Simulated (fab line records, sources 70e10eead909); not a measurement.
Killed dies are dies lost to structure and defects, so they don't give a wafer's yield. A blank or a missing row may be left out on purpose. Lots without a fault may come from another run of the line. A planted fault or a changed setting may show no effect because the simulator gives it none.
Chamber matching | flow nand_harc | NHARC_P_GATE_ALD_36 on ald_sin-04: 4 sister chambers
The step deposits SiNx, target thk 20 nm, pulse time 60 s, ald cycles 223. 16 wafers are shown with their chamber, then 8 later ones without.

WAFERS WITH THEIR CHAMBER
wafer  | chamber | heater_power_w (W) | precursor_pulse_height_rel
L074.1 | 0       | 769                | 1.018
L074.5 | 3       | 819                | 0.979
L074.6 | 0       | 741                | 1.000
L076.1 | 0       | 760                | 1.024
L076.3 | 1       | 857                | 0.994
L076.5 | 0       | 774                | 1.015
L080.1 | 2       | 833                | 0.985
L080.4 | 3       | 845                | 0.992
L080.5 | 1       | 856                | 1.029
L083.4 | 2       | 831                | 1.020
L083.1 | 3       | 847                | 0.964
L083.5 | 0       | 786                | 1.012
L086.4 | 0       | 762                | 1.024
L086.2 | 2       | 838                | 1.006
L086.5 | 0       | 781                | 0.952
L090.2 | 3       | 815                | 1.001

SIGNATURES (means of the wafers above)
reading                    | chamber 0 | chamber 1 | chamber 2 | chamber 3 | scatter within a chamber
heater_power_w             | 767.57    | 856.50    | 834.00    | 831.50    | 13.6
precursor_pulse_height_rel | 1.00643   | 1.01150   | 1.00367   | 0.98400   | 0.0221
Rule: a wafer's distance from a chamber is the root of the sum, over the readings, of the square of ((its reading less the chamber's mean) divided by the reading's scatter). The wafer belongs to the nearest chamber; if the next one is less than 2 further off, it can't be placed. The scatter: the root of (the sum of the squares of (reading less its chamber's mean) over the shown wafers, divided by (wafers less chambers)).

WAFERS WITHOUT THEIR CHAMBER
wafer  | heater_power_w (W) | precursor_pulse_height_rel
L090.4 | 806                | 0.990
L090.5 | 791                | 1.031
L093.1 | 799                | 0.981
L093.5 | 793                | 1.030
L093.6 | 792                | 0.998
L096.3 | 807                | 1.000
L096.2 | 790                | 0.998
L096.5 | 807                | 1.012

WHICH CHAMBER EACH WENT THROUGH
wafer  | from the rows above               | in truth
L090.4 | can't be placed: 3 or 2 or 0 or 1 | 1
L090.5 | can't be placed: 0 or 2 or 3      | 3
L093.1 | can't be placed: 3 or 0 or 2      | 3
L093.5 | can't be placed: 0 or 2 or 3      | 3
L093.6 | can't be placed: 0 or 3 or 2      | 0
L096.3 | can't be placed: 3 or 2 or 0 or 1 | 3
L096.2 | can't be placed: 0 or 3 or 2      | 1
L096.5 | can't be placed: 2 or 3 or 0 or 1 | 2
Placed correctly: 0 of 8. Can't be placed from these rows: 8 (the true chamber is among the candidates in 7). Placed wrongly: 0.
